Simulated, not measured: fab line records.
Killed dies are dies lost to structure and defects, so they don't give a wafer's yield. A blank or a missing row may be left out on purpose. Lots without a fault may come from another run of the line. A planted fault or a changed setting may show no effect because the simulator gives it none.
A struck lot beside a sound one ; flow n5-finfet ; 15 out of 1938 route steps
Sound: wafers L305.2, L305.3, L305.4. The struck wafers were L298.3, L298.4, L298.6. At the end, the cause is stated.
Per side, at each step with rows, come the tool, then ch with its chambers, and then its first start. Under that, the readings that differ: sound wafers ; struck wafers ; difference of the means ; sigmas: that difference in standard deviations of wafers without a fault.
alike: a reading whose means differ by less than 2 such deviations, as well as words and numbers matching on both sides. not compared: withheld readings; readings where some wafer has no value; bounds like >300 that might hide an equal value; numbers whose values overlap and for which the record gives no deviation.
The two part at a step that has a row with sigmas, a row that says differs or no value, or rows on one side only. Numbers that have no deviation but don't overlap get no sigmas and don't part them. A reading that every wafer of one side lacks parts them only if that side has two wafers or more.

first, 5 steps without rows for these wafers: N5_BEOL_M14_SOFTBAKE_05 (time 60 s); N5_BEOL_M14_EXPOSE_07 (exposes mask V13); N5_BEOL_M14_PEB_08 (peb time 90 s); N5_BEOL_M14_DEVELOP_09 (develop time 45 s); N5_BEOL_M14_HARDBAKE_14 (time 120 s).
N5_BEOL_M14_CD_MEAS_10 targets a cd of 250 nm.
  sound on cd-sem-02 ch 0, day 15 03:01; struck on cd-sem-01 ch 0, day 12 16:05
  alike: cd-nm
N5_BEOL_M14_OVL_MEAS_11:
  sound on overlay-02 ch 0, day 15 03:02; struck on overlay-02 ch 0, day 12 16:07
  alike: V13_OVL
N5_BEOL_M14_INSPECT_12: inspects for defects (macro).
  sound: defect-inspect-02 at day 15 03:04; struck: defect-inspect-01 at day 12 16:09
  alike: raw-defect-count
N5_BEOL_M14_DESCUM_15: chemistry O2, time 7.9 s.
  sound on rie-diel-01 ch 0,3, day 15 03:11; struck on rie-diel-01 ch 1,2,3, day 12 16:11
  alike: drypump-motor-current-A, oes-product-au, rf-vpp-V, showerhead-plenum-p-Torr, throttle-valve-pct
  not compared: rf-hours-counter-h
N5_BEOL_M14_ETCH_59: etches BARC in N2/H2, target depth 89 nm, overetch 26.7 nm, time 67.9 s.
  sound on rie-diel-01 ch 0,3, day 15 03:13; struck on rie-diel-01 ch 1,2,3, day 12 16:13
  alike: drypump-motor-current-A, oes-product-au, rf-vpp-V, showerhead-plenum-p-Torr, throttle-valve-pct
  not compared: rf-hours-counter-h
N5_BEOL_M14_VIA_ETCH_16: etches SiO2 in C4F8/O2/Ar, target depth 1231.3 nm.
  sound on rie-diel-01 ch 0,3, day 15 03:16; struck on rie-diel-01 ch 1,2,3, day 12 16:16
  alike: O2_flow_sccm, drypump-motor-current-A, oes-product-au, rf-vpp-V, showerhead-plenum-p-Torr, throttle-valve-pct
N5_BEOL_M14_STRIP_63: strips in O2.
  sound on rie-diel-01 ch 0,3; struck on rie-diel-01 ch 1,2,3
  alike: chamber-pressure-mTorr, drypump-motor-current-A, oes-product-au, rf-vpp-V, showerhead-plenum-p-Torr, throttle-valve-pct
  not compared: rf-hours-counter-h
N5_BEOL_M14_STRIP_64: strips in O2.
  sound on rie-diel-01 ch 0,3, day 15 03:00; struck on rie-diel-01 ch 1,2,3, day 12 16:00
  no value came back on the struck wafers for any of 7 readings (bias-power-w (W), chamber-pressure-mTorr (mTorr) and others); on the sound wafers bias-power-w (W) reads 0 0 0
reading;sound;struck;difference;sigmas
model.BARC_of_BEOL_M14_COAT_58.thk-nm (nm);0 0 0;88.8 88.8 88.6;+88.7;
  not compared: rf-hours-counter-h
then, 1 step without rows for these wafers: N5_BEOL_M14_STRIP_71 (strips in post etch residue remover, time 60 s).
N5_PASSIVATION_PROBE_49:
  the record has rows for the struck wafers here (prober-02, day 13 21:31) and none for the sound ones

## WHERE THEY PART
Earliest at N5_BEOL_M14_STRIP_64; latest, in this record, at N5_PASSIVATION_PROBE_49.

WHY: what had been put in by the simulator
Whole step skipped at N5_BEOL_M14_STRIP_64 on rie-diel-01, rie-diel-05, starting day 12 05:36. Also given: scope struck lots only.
